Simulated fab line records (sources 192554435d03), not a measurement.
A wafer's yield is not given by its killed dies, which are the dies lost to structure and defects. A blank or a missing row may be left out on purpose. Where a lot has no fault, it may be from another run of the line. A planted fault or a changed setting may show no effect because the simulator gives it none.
Lot-split experiment + flow n5Finfet + 39 wafers read from 7 lots, route of 1938 steps

## THE SPLIT
At N5_DUMMY_GATE_ETCH_37 (etches SOC in N2/H2, target depth 60 nm, overetch 30 nm), the setting sourceW was moved away from the recipe's 840 W on 18 of the 39 wafers read, by -17.0% to +16.0%. The other wafers ran this setting at the recipe's value.

The reading is taken at the split's own step.

## THE READING
rfVppV, in V, at N5_DUMMY_GATE_ETCH_37 (etches SOC in N2/H2, target depth 60 nm, overetch 30 nm). Typical for fault-free wafers on this fab line: 524.4 V, with standard deviation 2.8 V.

| wafer  | tool, chamber at the split | sourceW as run, W | against the recipe | rfVppV, V | against lot-mates on the recipe |
|--------|----------------------------|-------------------|--------------------|-----------|---------------------------------|
| L075.1 | rieDiel-02, 0              | 754.4             | -10.2%             | 539.2     | +16.1                           |
| L075.2 | rieDiel-02, 1              | 754.4             | -10.2%             | 548.3     | +25.2                           |
| L075.3 | rieDiel-02, 3              | 840               | recipe             | 521.4     | -                               |
| L075.4 | rieDiel-02, 2              | 840               | recipe             | 526.7     | -                               |
| L075.5 | rieDiel-02, 0              | 754.4             | -10.2%             | 539.6     | +16.5                           |
| L075.6 | rieDiel-02, 3              | 840               | recipe             | 521.1     | -                               |
| L077.1 | rieDiel-05, 3              | 840               | recipe             | 522.3     | -                               |
| L077.2 | rieDiel-05, 2              | 735.3             | -12.5%             | 550.7     | +29.4                           |
| L077.3 | rieDiel-05, 1              | 735.3             | -12.5%             | 550.0     | +28.7                           |
| L077.4 | rieDiel-05, 0              | 840               | recipe             | 521.1     | -                               |
| L077.5 | rieDiel-05, 0              | 840               | recipe             | 520.4     | -                               |
| L077.6 | rieDiel-05, 1              | 735.3             | -12.5%             | 550.6     | +29.3                           |
| L081.1 | rieDiel-05, 3              | 840               | recipe             | 521.7     | -                               |
| L081.2 | rieDiel-05, 0              | 974.6             | +16.0%             | 495.4     | -27.5                           |
| L081.3 | rieDiel-05, 1              | 974.6             | +16.0%             | 500.4     | -22.5                           |
| L081.4 | rieDiel-05, 2              | 974.6             | +16.0%             | 501.6     | -21.3                           |
| L081.5 | rieDiel-05, 1              | 840               | recipe             | 526.6     | -                               |
| L081.6 | rieDiel-05, 0              | 840               | recipe             | 520.4     | -                               |
| L082.1 | rieDiel-06, 1              | 739.5             | -12.0%             | 551.0     | +26.2                           |
| L082.2 | rieDiel-06, 0              | 739.5             | -12.0%             | 548.1     | +23.3                           |
| L082.3 | rieDiel-06, 3              | 840               | recipe             | 526.5     | -                               |
| L082.4 | rieDiel-06, 2              | 739.5             | -12.0%             | 546.6     | +21.8                           |
| L082.5 | rieDiel-06, 2              | 840               | recipe             | 523.0     | -                               |
| L082.6 | rieDiel-06, 3              | 840               | recipe             | 524.9     | -                               |
| L090.1 | rieDiel-05, 2              | 840               | recipe             | 527.2     | -                               |
| L090.2 | rieDiel-05, 0              | 840               | recipe             | 520.6     | -                               |
| L090.6 | rieDiel-05, 0              | 840               | recipe             | 522.4     | -                               |
| L094.1 | rieDiel-02, 0              | 697.3             | -17.0%             | 553.1     | +28.1                           |
| L094.2 | rieDiel-02, 1              | 697.3             | -17.0%             | 562.2     | +37.2                           |
| L094.3 | rieDiel-02, 2              | 840               | recipe             | 526.2     | -                               |
| L094.4 | rieDiel-02, 3              | 697.3             | -17.0%             | 555.1     | +30.1                           |
| L094.5 | rieDiel-02, 1              | 840               | recipe             | 527.9     | -                               |
| L094.6 | rieDiel-02, 0              | 840               | recipe             | 520.8     | -                               |
| L095.1 | rieDiel-05, 1              | 840               | recipe             | 526.7     | -                               |
| L095.2 | rieDiel-05, 2              | 884.3             | +5.3%              | 518.7     | -4.3                            |
| L095.3 | rieDiel-05, 0              | 840               | recipe             | 521.4     | -                               |
| L095.4 | rieDiel-05, 3              | 840               | recipe             | 520.8     | -                               |
| L095.5 | rieDiel-05, 2              | 884.3             | +5.3%              | 518.5     | -4.5                            |
| L095.6 | rieDiel-05, 1              | 884.3             | +5.3%              | 515.4     | -7.6                            |

FIT RESULTS
A straight line over all 39 wafers: rfVppV changes by -1.82 V for each +1% of sourceW; r = -0.98; the points scatter about the line by 3.4 V.
The same after taking each lot's own level away (the mean of its wafers on the recipe; 39 wafers): -1.79 V for each +1%; r = -0.98; scatter 3.5 V.
That fit puts the effect of the largest move of sourceW on the reading at 30 V.
Across the lots, their own levels run from 521.27 to 524.97 V, a range of 1.3 times the standard deviation given above.
The two slopes agree, so the slope changes little with the lot-to-lot level.
Check: with one of the wafers moved furthest among these (-17.0%) left out of the fit, the line predicts +32.5 V for it against its lot-mates. Against them it came out at +28.1 V.
Tool readings at the split's step, against how far the setting was moved: rfVppV r = -0.98.

## ADDITIONAL SPLITS CARRIED BY THESE WAFERS
These wafers also went through other splits before the reading. Each is held against what the fit with the lots' levels taken away leaves over:
| other split on the same wafers       | wafers away from the commonest value | r with rfVppV (lot level and that fit taken away) |
|--------------------------------------|--------------------------------------|---------------------------------------------------|
| N5_PMOS_HMC_CHANNEL_EPI_EPI_20 tempC | 15                                   | +0.23                                             |
| N5_FIN_SAQP_FIN_ETCH_36 icpW         | 15                                   | -0.05                                             |
| N5_DUMMY_GATE_EXPOSE_12 doseMj       | 18                                   | +0.04                                             |

## THE FILE'S OWN FIT
rfVppV changes by -1.84 V for each +1% of sourceW, r = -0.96.
